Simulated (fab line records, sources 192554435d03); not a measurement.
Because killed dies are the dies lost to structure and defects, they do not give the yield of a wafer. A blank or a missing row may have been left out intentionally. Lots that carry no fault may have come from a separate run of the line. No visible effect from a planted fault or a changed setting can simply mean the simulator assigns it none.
Which of the tools did it? :: flow n5_finfet :: 12 lots with 36 wafers sampled at 2 steps, on a route of 1938 steps

WHAT EACH GAUGE READ, for each wafer
N5_BEOL_M7_CD_MEAS_35: the cd target is 40 nm.
lot: L075
measured: day 11 09:38
on: cd_sem-02
cd_nm (nm): 40.6 40.3 41.2

lot: L077
measured: day 12 21:04
on: cd_sem-02
cd_nm (nm): 40.5 39.8 41.1

lot: L081
measured: day 13 03:31
on: cd_sem-01
cd_nm (nm): 39.9 39.8 39.9

lot: L078
measured: day 13 14:02
on: cd_sem-01
cd_nm (nm): 40.3 40.9 41.0

lot: L082
measured: day 13 14:23
on: cd_sem-01
cd_nm (nm): 41.0 40.4 41.6

lot: L086
measured: day 15 03:54
on: cd_sem-01
cd_nm (nm): 40.7 39.8 40.1

lot: L087
measured: day 15 08:35
on: cd_sem-01
cd_nm (nm): 40.4 41.5 39.7

lot: L085
measured: day 15 09:16
on: cd_sem-01
cd_nm (nm): 40.1 40.1 40.3

lot: L090
measured: day 15 22:05
on: cd_sem-02
cd_nm (nm): 40.1 41.4 40.2

lot: L094
measured: day 16 14:52
on: cd_sem-02
cd_nm (nm): 39.4 39.8 39.9

lot: L095
measured: day 17 04:01
on: cd_sem-02
cd_nm (nm): 38.3 38.1 39.9

lot: L097
measured: day 17 07:43
on: cd_sem-03
cd_nm (nm): 39.9 39.9 40.8

TOOL THAT RAN EACH LOT (tool first, then ch and the chambers of the sampled wafers, then the start)
lot: L075
N5_BEOL_M7_ETCH_41: rie_diel-06 ch 0,1, day 11 09:38 or earlier

lot: L077
N5_BEOL_M7_ETCH_41: rie_diel-02 ch 0,1, day 12 21:04 or earlier

lot: L081
N5_BEOL_M7_ETCH_41: rie_diel-06 ch 1,2,3, day 13 03:31 or earlier

lot: L078
N5_BEOL_M7_ETCH_41: rie_diel-05 ch 1,3, day 13 14:02 or earlier

lot: L082
N5_BEOL_M7_ETCH_41: rie_diel-06 ch 1,2,3, day 13 14:23 or earlier

lot: L086
N5_BEOL_M7_ETCH_41: rie_diel-05 ch 0,1,2, day 15 03:54 or earlier

lot: L087
N5_BEOL_M7_ETCH_41: rie_diel-02 ch 0,2,3, day 15 08:35 or earlier

lot: L085
N5_BEOL_M7_ETCH_41: rie_diel-05 ch 0,3, day 15 09:16 or earlier

lot: L090
N5_BEOL_M7_ETCH_41: rie_diel-05 ch 0,2,3, day 15 22:05 or earlier

lot: L094
N5_BEOL_M7_ETCH_41: rie_diel-06 ch 0,3, day 16 14:52 or earlier

lot: L095
N5_BEOL_M7_ETCH_41: rie_diel-05 ch 0,1,3, day 17 04:01 or earlier

lot: L097
N5_BEOL_M7_ETCH_41: rie_diel-05 ch 0,1,2, day 17 07:43 or earlier
- N5_BEOL_M7_ETCH_41: etches SiCN in CH3F/O2, target depth 31.9 nm, time 57.8 s.

THE ANSWER, worked out from the rows above alone
Rule: what is usual is taken from the lots themselves. The widest of any qualifying gaps counts: lots, ordered by their means at a reading, are off when they make up no more than a third of the lots, leave a main group of 4 or more, and stand apart from it by 3 or more times the standard deviation of that group's means. If all means in a main group match to the digits the tables above print for the reading, that group is not used. Also off: a lot with no number at a reading for which 4 or more lots have one. All remaining lots with rows at the step are treated as sound.
None of the lots is off at any reading shown; this tells nothing.

WHAT THE SIMULATOR HAD INSERTED
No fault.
